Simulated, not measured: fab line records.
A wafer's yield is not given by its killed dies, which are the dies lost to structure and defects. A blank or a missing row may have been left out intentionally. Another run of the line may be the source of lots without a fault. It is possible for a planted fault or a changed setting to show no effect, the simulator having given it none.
Chamber matching -- flow nand-harc -- rie-diel-03 running NHARC_A_BONDPAD_STRIP_15: 4 sister chambers
The step strips in O2. 16 wafers are shown with their chamber, then 8 later ones without.

## EACH WAFER AND ITS CHAMBER
wafer,chamber,drypump-motor-current-A (A),oes-product-au (a.u.),throttle-valve-pct (%)
L913.2,1,5.64,0.983,17.043
L913.5,2,6.03,0.996,17.030
L913.6,3,5.70,1.005,17.029
L915.2,0,5.39,0.990,17.035
L915.5,2,6.00,0.991,17.027
L915.6,1,5.65,0.984,17.056
L918.1,1,5.63,0.984,17.022
L918.2,3,5.62,1.005,17.048
L918.6,1,5.64,0.979,17.030
L917.1,2,6.04,0.999,17.030
L917.5,2,6.07,0.995,17.039
L917.6,1,5.63,0.975,17.045
L919.2,1,5.64,0.987,17.031
L919.3,0,5.37,0.998,17.041
L919.5,2,6.01,1.010,17.028
L930.1,1,5.65,0.990,17.031

SIGNATURES (means of the wafers above)
reading,chamber 0,chamber 1,chamber 2,chamber 3,scatter within a chamber
drypump-motor-current-A,5.3800,5.6400,6.0300,5.6600,0.0238
oes-product-au,0.99400,0.98314,0.99820,1.00500,0.00567
throttle-valve-pct,17.03800,17.03686,17.03080,17.03850,0.00956
Rule: for each reading, subtract the chamber's mean from the wafer's reading, divide by that reading's scatter and square the result; add these up over the readings and take the root, which gives the wafer's distance from the chamber. The wafer belongs to the nearest chamber; if the next one is less than 2 further off, it can't be placed. How the scatter is found: for the shown wafers, subtract from each reading the mean of its chamber, square and add these, divide the total by (wafers less chambers), then take the root.

## WAFERS WITHOUT THEIR CHAMBER
wafer,drypump-motor-current-A (A),oes-product-au (a.u.),throttle-valve-pct (%)
L930.5,5.62,1.000,17.049
L930.6,6.03,0.995,17.026
L933.1,5.64,0.983,17.057
L933.2,6.07,0.999,17.039
L933.3,5.68,1.004,17.023
L935.1,5.65,0.985,17.049
L935.5,5.67,1.005,17.039
L935.6,6.05,0.993,17.034

## WHICH CHAMBER EACH WENT THROUGH
wafer,from the rows above,in truth
L930.5,can't be placed: 3 or 1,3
L930.6,2,2
L933.1,1,1
L933.2,2,2
L933.3,3,3
L935.1,1,1
L935.5,3,3
L935.6,2,2
7 of 8 placed correctly. These rows do not allow placing 1 (true chamber among the candidates in 1). Number placed wrongly: 0.
